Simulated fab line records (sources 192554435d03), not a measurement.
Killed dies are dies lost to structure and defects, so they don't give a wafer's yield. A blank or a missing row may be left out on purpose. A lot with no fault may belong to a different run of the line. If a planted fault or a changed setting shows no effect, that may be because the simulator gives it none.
Split-lot study ; flow n5 finfet ; 21 wafers read across 7 lots, on a route 1938 steps long

THE SPLIT ITSELF
At N5_BEOL_M11_COAT_22 (resist thk 90 nm), the setting spin rpm was moved away from the recipe's 1500 rpm on 5 of the 21 wafers read, by -10.1% to +10.1%. This setting was run at the recipe's value on the other wafers.

FROM THE SPLIT TO THE READING: what the file shows between them, 5 steps
- N5_BEOL_M11_EBR_24
- N5_BEOL_M11_SOFTBAKE_23: time 60 s
- N5_BEOL_M11_EXPOSE_25: exposes mask V10
- N5_BEOL_M11_PEB_26: peb time 60 s
- N5_BEOL_M11_DEVELOP_27: develop time 30 s

THE READING
CAR-ArF_of_BEOL_M11_COAT_22.thk nm (the simulator's own value, which no gauge read), in nm, at N5_BEOL_M11_DESCUM_33 (chemistry O2, time 7.9 s). The file gives no usual value for it. Here, 16 wafers ran the recipe; their average is 83.3 nm with a standard deviation of 0.23 nm.

wafer;tool, chamber at the split;spin rpm as run, rpm;against the recipe;CAR-ArF_of_BEOL_M11_COAT_22.thk nm, nm;against lot-mates on the recipe
L077.2;litho track-04, 0;1500;recipe;83;-
L077.4;litho track-04, 0;1500;recipe;83.2;-
L077.6;litho track-04, 0;1500;recipe;83.2;-
L079.1;litho track-05, 0;1500;recipe;83.2;-
L079.3;litho track-05, 0;1500;recipe;83.2;-
L079.6;litho track-05, 0;1500;recipe;82.8;-
L081.4;litho track-04, 0;1651;+10.1%;79.4;-4.2
L081.5;litho track-04, 0;1651;+10.1%;79.4;-4.2
L081.6;litho track-04, 0;1500;recipe;83.6;-
L083.2;litho track-04, 0;1500;recipe;83.2;-
L083.3;litho track-04, 0;1500;recipe;83.4;-
L083.6;litho track-04, 0;1500;recipe;83;-
L088.1;litho track-04, 0;1500;recipe;83.4;-
L088.6;litho track-04, 0;1500;recipe;83.4;-
L088.3;litho track-04, 0;1500;recipe;83.6;-
L086.1;litho track-02, 0;1500;recipe;83.4;-
L086.4;litho track-02, 0;1500;recipe;83.6;-
L086.6;litho track-02, 0;1348;-10.1%;88.4;+4.9
L092.2;litho track-02, 0;1500;recipe;83.6;-
L092.4;litho track-02, 0;1396;-6.9%;86.6;+3.0
L092.5;litho track-02, 0;1396;-6.9%;86.6;+3.0

FIT RESULTS
A straight line over all 21 wafers: CAR-ArF_of_BEOL_M11_COAT_22.thk nm changes by -0.437 nm for each +1% of spin rpm; r = -0.99; the points scatter about the line by 0.3 nm.
The same after taking each lot's own level away (the mean of its wafers on the recipe; 21 wafers): -0.438 nm for each +1%; r = -1.00; scatter 0.17 nm.
The reading moves by 4.4 nm for the largest change in spin rpm, on that fit.
Measured against the standard deviation above, the lots' own levels, which go from 83.07 to 83.60 nm, span 2.3 times it.
Consequently the slope shifts little with the lot-to-lot level, the two slopes agreeing.
Check: +4.29 nm against its lot-mates is what the line predicts for one of the wafers moved furthest among these (-10.1%) when that wafer is left out of the fit. Against them it came out at +4.9 nm.

FURTHER SPLITS ON THESE WAFERS
Note: prior to the reading, these wafers also went through further splits. Each is held against what the fit with the lots' levels taken away leaves over:
other split on the same wafers;wafers away from the commonest value;r with CAR-ArF_of_BEOL_M11_COAT_22.thk nm (lot level and that fit taken away)
N5_BEOL_M11_COAT_59 spin rpm;6;-0.15

THE WHOLE CHAIN: every reading that the file lists as answering this split, in the file's order
step;what it does;reading;change (the file's fit);r (the file's)
N5_BEOL_M11_COAT_22;resist thk 90 nm;CAR-ArF_of_BEOL_M11_COAT_22.thk nm (the simulator's own value, which no gauge read);-0.435 nm for each +1% of the setting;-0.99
N5_BEOL_M11_DEVELOP_27;develop time 30 s;CAR-ArF_of_BEOL_M11_COAT_22.thk nm (the simulator's own value, which no gauge read);-0.439 nm for each +1% of the setting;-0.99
N5_BEOL_M11_DESCUM_33;chemistry O2, time 7.9 s;CAR-ArF_of_BEOL_M11_COAT_22.thk nm (the simulator's own value, which no gauge read);-0.447 nm for each +1% of the setting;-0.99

FILE'S OWN FIT
CAR-ArF_of_BEOL_M11_COAT_22.thk nm changes by -0.447 nm for each +1% of spin rpm, r = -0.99.
